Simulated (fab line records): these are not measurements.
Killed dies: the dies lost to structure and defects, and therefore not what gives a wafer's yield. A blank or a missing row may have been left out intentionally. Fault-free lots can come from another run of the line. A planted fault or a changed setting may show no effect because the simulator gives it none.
Matching of chambers / flow n5 finfet / N5_BEOL_M10_ETCH_62 on rie diel-02: 4 sister chambers
The step etches SOC in N2/H2, target depth 110 nm, overetch 22 nm, time 165 s. 4 wafers are shown with their chamber, then 8 later ones without.

## WAFERS PAIRED WITH THEIR CHAMBERS
wafer=L087.1; chamber=3; showerhead plenum p Torr (Torr)=2.47
wafer=L087.3; chamber=2; showerhead plenum p Torr (Torr)=2.41
wafer=L087.4; chamber=0; showerhead plenum p Torr (Torr)=2.54
wafer=L092.2; chamber=1; showerhead plenum p Torr (Torr)=2.59

## WAFERS WHOSE CHAMBER IS MISSING
wafer=L092.3; showerhead plenum p Torr (Torr)=2.54
wafer=L092.4; showerhead plenum p Torr (Torr)=2.41
wafer=L095.2; showerhead plenum p Torr (Torr)=2.54
wafer=L095.3; showerhead plenum p Torr (Torr)=2.47
wafer=L095.4; showerhead plenum p Torr (Torr)=2.59
wafer=L097.1; showerhead plenum p Torr (Torr)=2.59
wafer=L097.4; showerhead plenum p Torr (Torr)=2.46
wafer=L097.5; showerhead plenum p Torr (Torr)=2.59

## EACH ONE'S CHAMBER
wafer=L092.3; from the rows above=0; in truth=0
wafer=L092.4; from the rows above=2; in truth=2
wafer=L095.2; from the rows above=0; in truth=0
wafer=L095.3; from the rows above=3; in truth=3
wafer=L095.4; from the rows above=1; in truth=1
wafer=L097.1; from the rows above=1; in truth=1
wafer=L097.4; from the rows above=3; in truth=3
wafer=L097.5; from the rows above=1; in truth=1
Correctly placed: 8 of 8. Not placeable from these rows: 0. Placed wrongly: 0.
How it was worked out, from the rows above alone: a wafer's distance from a chamber is the root of the sum, over the readings, of the square of ((its reading less the chamber's mean) divided by the reading's scatter). The wafer belongs to the nearest chamber; if the next one is less than 2 further off, it can't be placed. The mean given for a chamber averages the wafers shown for that chamber. The scatter (one wafer shown for each chamber): square how far every hidden wafer sits from the nearest shown wafer, average those squares and take the square root.
